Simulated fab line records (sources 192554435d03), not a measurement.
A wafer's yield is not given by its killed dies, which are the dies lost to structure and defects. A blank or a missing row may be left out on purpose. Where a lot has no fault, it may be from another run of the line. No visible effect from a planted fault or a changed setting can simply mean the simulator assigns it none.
Chamber matching	flow n5Finfet	N5_BEOL_M0_SAQP_STRIP_86 on rieDiel-03 has 3 sister chambers
The step strips in N2/H2. 6 wafers are shown with their chamber, then 5 later ones without.

== WAFERS, EACH WITH ITS CHAMBER ==
wafer	chamber	drypumpMotorCurrentA (A)	showerheadPlenumPTorr (Torr)
L081.6	2	6.2	3.45
L086.1	3	6.3	3.28
L086.3	0	4.9	3.23
L086.5	3	6.3	3.28
L087.2	2	6.1	3.44
L087.3	0	4.9	3.22

== WAFERS WITHOUT THEIR CHAMBER ==
wafer	drypumpMotorCurrentA (A)	showerheadPlenumPTorr (Torr)
L087.6	6.1	3.44
L089.6	6.3	3.28
L095.2	6.3	3.27
L095.5	4.9	3.22
L095.6	6.3	3.27

== WHICH CHAMBER EACH ONE RAN IN ==
wafer	from the rows above	in truth
L087.6	2	2
L089.6	3	3
L095.2	3	3
L095.5	0	0
L095.6	3	3
Placed correctly: 5 of 5. Left unplaced by these rows: 0. Number placed wrongly: 0.
How it was worked out, from the rows above alone: a wafer's distance from a chamber is the root of the sum, over the readings, of the square of ((its reading less the chamber's mean) divided by the reading's scatter). If the next closest chamber is less than 2 further off than the closest, the wafer can't be placed; otherwise it belongs to the closest. The mean given for a chamber averages the wafers shown for that chamber. How the scatter is found: for the shown wafers, subtract from each reading the mean of its chamber, square and add these, divide the total by (wafers less chambers), then take the root.
